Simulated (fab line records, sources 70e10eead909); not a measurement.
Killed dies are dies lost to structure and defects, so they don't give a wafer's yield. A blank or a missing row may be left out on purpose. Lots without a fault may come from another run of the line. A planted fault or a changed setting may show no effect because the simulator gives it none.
Chamber matching | flow nand_harc | NHARC_P_BONDPAD_CMP_19 on cmp-04: 4 sister chambers
The step polishes, t overpolish 30 s, cu recess touch 16 s, target thk 160.81 nm. 4 wafers are shown with their chamber, then 11 later ones without.

WAFERS WITH THEIR CHAMBER
wafer  | chamber | motor_current_A (A)
L080.3 | 2       | 12.5
L081.4 | 0       | 11.3
L081.5 | 1       | 12.2
L084.1 | 3       | 10.2

WAFERS WITHOUT THEIR CHAMBER
wafer  | motor_current_A (A)
L084.2 | 11.8
L084.6 | 10.8
L092.3 | 12.1
L092.5 | 12.4
L092.6 | 12.0
L094.2 | 9.8
L094.3 | 11.9
L094.5 | 11.0
L096.3 | 11.7
L096.5 | 12.7
L096.6 | 12.1

WHICH CHAMBER EACH WENT THROUGH
wafer  | from the rows above          | in truth
L084.2 | can't be placed: 1 or 0 or 2 | 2
L084.6 | can't be placed: 0 or 3      | 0
L092.3 | can't be placed: 1 or 2      | 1
L092.5 | can't be placed: 2 or 1      | 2
L092.6 | can't be placed: 1 or 2 or 0 | 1
L094.2 | 3                            | 3
L094.3 | can't be placed: 1 or 0 or 2 | 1
L094.5 | can't be placed: 0 or 3      | 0
L096.3 | can't be placed: 0 or 1 or 2 | 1
L096.5 | can't be placed: 2 or 1      | 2
L096.6 | can't be placed: 1 or 2      | 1
Placed correctly: 1 of 11. Can't be placed from these rows: 10 (the true chamber is among the candidates in 10). Placed wrongly: 0.
How it was worked out, from the rows above alone: a wafer's distance from a chamber is the root of the sum, over the readings, of the square of ((its reading less the chamber's mean) divided by the reading's scatter). The wafer belongs to the nearest chamber; if the next one is less than 2 further off, it can't be placed. A chamber's mean is the mean of its shown wafers. The scatter: with one shown wafer a chamber, the root of the mean of the squares of how far each hidden wafer lies from its nearest shown one.
